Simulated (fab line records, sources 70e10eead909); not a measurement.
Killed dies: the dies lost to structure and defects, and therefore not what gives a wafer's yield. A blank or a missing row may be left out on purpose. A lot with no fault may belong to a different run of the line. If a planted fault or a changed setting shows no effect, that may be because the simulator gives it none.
Which tool did it? / flow nand harc / 6 lots, 18 wafers sampled, at 2 steps of a route of 1159

## WHAT EACH GAUGE READ, for each wafer
NHARC_P_GATE_CD_MEAS_26 targets a cd of 120 nm.
lot=L931; measured=day 4 23:50; on=cd sem-02; cd nm (nm)=119.6 119.6 119.8
lot=L933; measured=day 5 13:32; on=cd sem-02; cd nm (nm)=120.8 121.0 119.9
lot=L934; measured=day 5 20:16; on=cd sem-02; cd nm (nm)=120.8 120.8 121.5
lot=L942; measured=day 7 21:23; on=cd sem-02; cd nm (nm)=121.2 120.3 120.1
lot=L947; measured=day 9 02:38; on=cd sem-02; cd nm (nm)=119.3 119.6 119.1
lot=L951; measured=day 10 10:40; on=cd sem-02; cd nm (nm)=120.5 119.4 120.5

## TOOL THAT RAN EACH LOT (tool first, then ch and the chambers of the sampled wafers, then the start)
lot=L931; NHARC_P_GATE_EXPOSE_23=arfi scanner-01 ch 0, day 4 23:42
lot=L933; NHARC_P_GATE_EXPOSE_23=arfi scanner-03 ch 0, day 5 13:24
lot=L934; NHARC_P_GATE_EXPOSE_23=arfi scanner-03 ch 0, day 5 20:07
lot=L942; NHARC_P_GATE_EXPOSE_23=arfi scanner-01 ch 0, day 7 21:15
lot=L947; NHARC_P_GATE_EXPOSE_23=arfi scanner-02 ch 0, day 9 02:30
lot=L951; NHARC_P_GATE_EXPOSE_23=arfi scanner-03 ch 0, day 10 10:31
- NHARC_P_GATE_EXPOSE_23: exposes mask P GATE, target cd 120 nm.

## THE ANSWER, worked out from the rows above alone
Rule: usual is defined by the lots themselves. Put in order of their means at a reading, lots are off if they are a third of the lots or fewer, leave a main group of 4 or more, and stand apart from it by a gap of 3 or more times the standard deviation of the main group's means; of several such gaps the widest counts. The tables above print the reading to a certain number of digits; a main group whose means all agree to those digits is not used. Also off: a lot with no number at a reading for which 4 or more lots have one. Where the step has rows for the other lots, those lots are counted as sound.
No lot is off on any of the readings shown, so nothing can be concluded from this.

## WHAT THE SIMULATOR PUT IN
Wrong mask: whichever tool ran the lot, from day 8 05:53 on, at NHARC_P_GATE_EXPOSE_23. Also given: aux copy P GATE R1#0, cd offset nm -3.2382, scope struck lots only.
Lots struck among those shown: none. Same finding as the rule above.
